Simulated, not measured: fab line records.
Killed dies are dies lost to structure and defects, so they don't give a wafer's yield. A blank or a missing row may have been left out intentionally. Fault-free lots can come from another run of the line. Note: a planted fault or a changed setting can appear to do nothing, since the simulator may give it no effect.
Code-filled problem report in 8D (eight disciplines) form | flow nand_harc | the parts of the form that need people (team, actions taken, sign-off) are left out

## 1. WHAT WENT WRONG
thk_nm at NHARC_A_ONON_D1_THK_MEAS_08 reads a mean of 1556 nm on 6 wafers of 2 lots; wafers without a fault read 1002 nm with a standard deviation of 9.6. Measured from the usual mean, that is +58 standard deviations.
The step: measures by ellipsometry.
Earliest sighting: wafer L878.1 on film_metro-01 at day 15 05:49. The record has a number at this step for 36 wafers belonging to 12 lots. Rule for "out", or "out of limits": more than 4 standard deviations from the usual mean. All remaining wafers that have a number are taken as sound.

## 2. WHAT IT IS AND WHAT IT IS NOT
question                    | is                     | is not
which readings at this step | thk_nm                 | -
which lots                  | L878, L879             | L860, L861, L862, L867, L868, L869, L870, L871, L880, L883
which wafers of those lots  | all that have a number | -
read on which gauges        | film_metro-01          | film_metro-02
when                        | from day 15 05:49      | up to then (24 sound wafers); but 6 sound wafers of L880, L883 came after

## 3. SUSPECTS, AND WHAT RULES EACH OUT
Counting: any tool at a process step up to the reading is kept as a suspect provided that every lot that is out went through it and no sound lot did after the first of them.
- the gauge at NHARC_A_ONON_D1_THK_MEAS_08: ruled out. All the wafers that are out were read on film_metro-01, but those of them that NHARC_END_SORT_01 has rows for are out there too, on other tools.
- rtp_anneal-01 at NHARC_A_ZERO_WELL_RTA_16 (time 10 s): kept. Every lot that is out went through it, starting with L878 (day 14 07:19), and after that it ran no sound lot; the last sound lot it ran before then is L868 (day 10 08:13).
- pecvd_onon-04 at NHARC_A_ONON_D1_DEP_06 (target thk 1000 nm): kept. Every lot that is out went through it, starting with L878 (day 15 05:18), and after that it ran no sound lot; the last sound lot it ran before then is L870 (day 12 08:08).
After counting, rtp_anneal-01 at NHARC_A_ZERO_WELL_RTA_16 and pecvd_onon-04 at NHARC_A_ONON_D1_DEP_06 remain.

## 4. THE CAUSE (what the simulator had put in)
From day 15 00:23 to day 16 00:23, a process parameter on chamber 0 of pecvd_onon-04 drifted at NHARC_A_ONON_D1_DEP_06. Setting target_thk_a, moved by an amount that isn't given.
This tool is one of the 2 suspects left after counting.

## 5. THE CHAIN OF EFFECTS, in route order
One row per reading whose mean, taken over the struck wafers that have a number, lies over 3 standard deviations from the usual. Only readings whose record carries a usual standard deviation are examined. hours: median over the lots of the time between each lot's start at the first step of this table that gives one and its start at this step. sigmas: the change, counted in usual standard deviations.
hours | step                        | reading         | usual   | on struck wafers | change | sigmas
0     | NHARC_A_ONON_D1_THK_MEAS_08 | thk_nm          | 1002 nm | 1556             | +554   | +58
394   | NHARC_END_SORT_01           | killed_at_array | 56      | 672              | +616   | +36
394   | NHARC_END_SORT_01           | killed_dies     | 61      | 677              | +616   | +36

## 6. HOW IT WOULD HAVE BEEN CAUGHT EARLIER
Counted from the fault's start at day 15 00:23, it took 5 hours until the first out-of-limits reading at a measuring or inspecting step in this record, taken at day 15 05:49.
Of the tool readings at NHARC_A_ONON_D1_DEP_06 for which the record gives a usual standard deviation, none was out on any struck wafer, so an alarm limit of 4 standard deviations on them would not have fired.
Among the 2 lots that are out, L879 began NHARC_A_ONON_D1_DEP_06 on pecvd_onon-04 after day 15 05:49. A tool hold placed at that time would have kept it from harm.
